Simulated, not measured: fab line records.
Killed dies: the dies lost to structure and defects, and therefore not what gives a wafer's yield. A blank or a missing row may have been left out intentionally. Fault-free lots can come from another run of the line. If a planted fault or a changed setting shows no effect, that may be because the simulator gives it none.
Which tool is to blame?    flow nand_harc    Sampling: 12 lots, 36 wafers, 5 of 1159 route steps

== WHAT EACH GAUGE READ, for each wafer ==
NHARC_END_SORT_01. Usual: killed_at_array 26, standard deviation 10; killed_at_other 0.5, standard deviation 0.87; killed_at_periphery 3.0, standard deviation 2.5; killed_dies 29, standard deviation 11; killed_open 3.3, standard deviation 1.9; killed_short 1.8, standard deviation 1.5.
lot   measured      on         killed_at_array  killed_at_other  killed_at_periphery  killed_dies  killed_open  killed_short  flag
L592  day 24 06:40  prober-02  9 103 11         0 0 0            2 3 2                11 106 13    3 0 3        1 5 0         

== WHAT TOOL EACH LOT RAN ON (gives the tool, then ch and the chambers of the sampled wafers, and finally the start) ==
lot   NHARC_A_STAIRCASE_ETCH_223                     NHARC_A_STAIRCASE_ETCH_227                     NHARC_A_STAIRCASE_TRIM_229          NHARC_A_STAIRCASE_TRIM_233
L572  rie_diel-07 ch 0,1,3, day 11 07:05 or earlier  rie_diel-07 ch 0,1,2, day 11 07:05 or earlier  rie_diel-07 ch 0,1,3, day 11 07:05  rie_diel-07 ch 0,1,3, day 11 07:38
L573  rie_diel-07 ch 0,1,2, day 11 12:08 or earlier  rie_diel-07 ch 0,3, day 11 12:08 or earlier    rie_diel-07 ch 0,1,2, day 11 12:08  rie_diel-07 ch 0,2, day 11 12:38
L577  rie_diel-03 ch 1,3, day 12 09:45 or earlier    rie_diel-03 ch 1,2,3, day 12 09:45 or earlier  rie_diel-07 ch 1,2, day 12 09:45    rie_diel-07 ch 1,2,3, day 12 10:22
L576  rie_diel-07 ch 0,1,2, day 12 11:20 or earlier  rie_diel-07 ch 0,1, day 12 11:20 or earlier    rie_diel-07 ch 0,2, day 12 11:20    rie_diel-07 ch 0,1,2, day 12 11:51
L579  rie_diel-07 ch 1,2,3, day 12 14:02 or earlier  rie_diel-07 ch 0,1,3, day 12 14:02 or earlier  rie_diel-07 ch 1,2, day 12 14:02    rie_diel-07 ch 0,1,3, day 12 14:32
L581  rie_diel-07 ch 0,3, day 13 07:14 or earlier    rie_diel-07 ch 0,3, day 13 07:14 or earlier    rie_diel-07 ch 0,1,2, day 13 07:14  rie_diel-07 ch 0,3, day 13 07:43
L582  rie_diel-11 ch 1,2, day 14 01:49 or earlier    rie_diel-11 ch 1,2,3, day 14 01:49 or earlier  rie_diel-11 ch 0,2,3, day 14 01:49  rie_diel-11 ch 0,1,3, day 14 02:19
L583  rie_diel-03 ch 0,1,3, day 14 06:23 or earlier  rie_diel-03 ch 0,3, day 14 06:23 or earlier    rie_diel-03 ch 0,1,3, day 14 06:23  rie_diel-03 ch 0,3, day 14 07:01
L584  rie_diel-07 ch 0,1,3, day 14 09:25 or earlier  rie_diel-07 ch 0,1,3, day 14 09:25 or earlier  rie_diel-07 ch 0,2,3, day 14 09:25  rie_diel-07 ch 0,1,3, day 14 09:55
L586  rie_diel-11 ch 2,3, day 15 04:49 or earlier    rie_diel-11 ch 0,1,2, day 15 04:49 or earlier  rie_diel-11 ch 0,3, day 15 04:49    rie_diel-11 ch 0,3, day 15 05:18
L592  rie_diel-11 ch 0,1,3, day 16 02:02 or earlier  rie_diel-11 ch 0,3, day 16 02:02 or earlier    rie_diel-07 ch 1,2,3, day 16 02:02  rie_diel-07 ch 0,1,2, day 16 02:32
L595  rie_diel-03 ch 0,1,3, day 17 02:35 or earlier  rie_diel-03 ch 0,1,3, day 17 02:35 or earlier  rie_diel-03 ch 0,1,2, day 17 02:35  rie_diel-03 ch 0,2,3, day 17 03:12
- NHARC_A_STAIRCASE_ETCH_223: etches the open film in C4F8/O2, target depth 100 nm, time 40.5 s.
- NHARC_A_STAIRCASE_ETCH_227: etches the open film in C4F8/O2, target depth 100 nm, time 40.5 s.
- NHARC_A_STAIRCASE_TRIM_229: chemistry O2, time 211.2 s.
- NHARC_A_STAIRCASE_TRIM_233: chemistry O2, time 211.2 s.

== AS READ BY THE TOOLS THEMSELVES (means over the sampled wafers that have a number; for cases with no such wafer, the mark the record gives instead) ==
NHARC_A_STAIRCASE_ETCH_223. Usual: oes_product_au 0.942 a.u., standard deviation 0.013; rf_vpp_V 896 V, standard deviation 3.9.
lot   tool         oes_product_au (a.u.)  rf_vpp_V (V)  flag
L572  rie_diel-07  0.947                  897           
L573  rie_diel-07  0.949                  896           
L577  rie_diel-03  0.933                  898           
L576  rie_diel-07  0.943                  896           
L579  rie_diel-07  0.944                  895           
L581  rie_diel-07  0.952                  899           
L582  rie_diel-11  0.926                  896           
L583  rie_diel-03  0.946                  898           
L584  rie_diel-07  0.950                  897           
L586  rie_diel-11  0.929                  890           
L592  rie_diel-11  0.922                  895           
L595  rie_diel-03  0.945                  898           

NHARC_A_STAIRCASE_ETCH_227. Usual: oes_product_au 0.942 a.u., standard deviation 0.013; rf_vpp_V 896 V, standard deviation 3.9.
lot   tool         oes_product_au (a.u.)  rf_vpp_V (V)  flag
L572  rie_diel-07  0.953                  895           
L573  rie_diel-07  0.942                  899           
L577  rie_diel-03  0.920                  898           
L576  rie_diel-07  0.952                  896           
L579  rie_diel-07  0.947                  898           
L581  rie_diel-07  0.942                  897           
L582  rie_diel-11  0.941                  893           
L583  rie_diel-03  0.961                  897           
L584  rie_diel-07  0.949                  897           
L586  rie_diel-11  0.937                  894           
L592  rie_diel-11  0.914                  891           
L595  rie_diel-03  0.944                  898           

NHARC_A_STAIRCASE_TRIM_229. Usual: drypump_motor_current_A 5.8 A, standard deviation 0.6; oes_product_au 1.003 a.u., standard deviation 0.013; rf_vpp_V 57.8 V, standard deviation 0.81; run_length_s 232.4 s, standard deviation 0.38; showerhead_plenum_p_Torr 3.52 Torr, standard deviation 0.091; throttle_valve_pct 17.036 %, standard deviation 0.0096.
lot   tool         drypump_motor_current_A (A)  oes_product_au (a.u.)  rf_vpp_V (V)  run_length_s (s)  showerhead_plenum_p_Torr (Torr)  throttle_valve_pct (%)  flag
L572  rie_diel-07  5.7                          1.004                  57.6          232.1             3.56                             17.042                  
L573  rie_diel-07  6.1                          1.007                  57.2          232.2             3.53                             17.039                  
L577  rie_diel-07  6.4                          0.999                  58.0          232.2             3.47                             17.040                  
L576  rie_diel-07  5.9                          1.000                  58.0          232.3             3.51                             17.029                  
L579  rie_diel-07  6.4                          1.000                  57.2          232.4             3.47                             17.041                  
L581  rie_diel-07  6.1                          1.010                  57.4          232.1             3.52                             17.032                  
L582  rie_diel-11  5.7                          0.990                  57.8          232.4             3.40                             17.041                  
L583  rie_diel-03  5.8                          1.011                  57.9          232.6             3.59                             17.041                  
L584  rie_diel-07  5.6                          0.997                  57.7          232.4             3.53                             17.033                  
L586  rie_diel-11  5.9                          0.979                  58.0          232.4             3.44                             17.028                  
L592  rie_diel-07  6.0                          1.000                  57.9          232.1             3.49                             17.028                  
L595  rie_diel-03  5.4                          1.011                  57.7          233.2             3.65                             17.040                  

NHARC_A_STAIRCASE_TRIM_233. Usual: drypump_motor_current_A 5.8 A, standard deviation 0.59; oes_product_au 1.001 a.u., standard deviation 0.015; rf_vpp_V 57.8 V, standard deviation 0.85; run_length_s 232.5 s, standard deviation 0.38; showerhead_plenum_p_Torr 3.53 Torr, standard deviation 0.091; throttle_valve_pct 17.036 %, standard deviation 0.0084.
lot   tool         drypump_motor_current_A (A)  oes_product_au (a.u.)  rf_vpp_V (V)  run_length_s (s)  showerhead_plenum_p_Torr (Torr)  throttle_valve_pct (%)  flag
L572  rie_diel-07  5.7                          1.005                  57.9          232.3             3.56                             17.030                  
L573  rie_diel-07  5.6                          0.998                  57.9          232.3             3.57                             17.037                  
L577  rie_diel-07  6.0                          0.995                  57.9          232.2             3.51                             17.043                  
L576  rie_diel-07  6.1                          1.002                  57.3          232.1             3.52                             17.039                  
L579  rie_diel-07  5.7                          1.015                  57.9          232.3             3.56                             17.040                  
L581  rie_diel-07  5.2                          0.991                  57.9          232.8             3.57                             17.038                  
L582  rie_diel-11  6.0                          0.980                  57.9          232.3             3.49                             17.038                  
L583  rie_diel-03  6.0                          1.008                  58.4          233.0             3.61                             17.033                  
L584  rie_diel-07  5.7                          1.002                  58.1          232.4             3.55                             17.043                  
L586  rie_diel-11  5.6                          0.978                  58.6          232.6             3.41                             17.037                  
L592  rie_diel-07  6.1                          1.014                  57.8          255.6             3.51                             17.038                  OFF
L595  rie_diel-03  6.0                          1.012                  57.9          232.8             3.60                             17.039                  

== THE ANSWER, worked out from the rows above alone ==
Rule: a lot counts as off when the mean over its wafers that have a number is more than 3 standard deviations away from the usual mean. A lot without any number at a reading at which 4 lots or more have one is off too. The other lots that the step has rows for count as sound. After the gauges, taken in route order, come the tools' own readings; for these a lot's mean is taken, as printed above. The first step at which some lot is off is used, and at that step the reading that is off furthest; a lot without a number counts as furthest.
Off at NHARC_A_STAIRCASE_TRIM_233 (run_length_s): L592.
A tool fits if, at that step or a process step before it, it ran every lot that is off, and no sound lot after the first of them. NHARC_A_STAIRCASE_ETCH_223: start missing for some lots; hours and lot order therefore follow NHARC_A_STAIRCASE_TRIM_229. NHARC_A_STAIRCASE_ETCH_227: start missing for some lots; hours and lot order therefore follow NHARC_A_STAIRCASE_TRIM_229. This does not decide it: 2 tools fit, namely rie_diel-11 at NHARC_A_STAIRCASE_ETCH_223 and NHARC_A_STAIRCASE_ETCH_227 and rie_diel-07 at NHARC_A_STAIRCASE_TRIM_229 and NHARC_A_STAIRCASE_TRIM_233.

== WHAT HAD BEEN PUT IN BY THE SIMULATOR ==
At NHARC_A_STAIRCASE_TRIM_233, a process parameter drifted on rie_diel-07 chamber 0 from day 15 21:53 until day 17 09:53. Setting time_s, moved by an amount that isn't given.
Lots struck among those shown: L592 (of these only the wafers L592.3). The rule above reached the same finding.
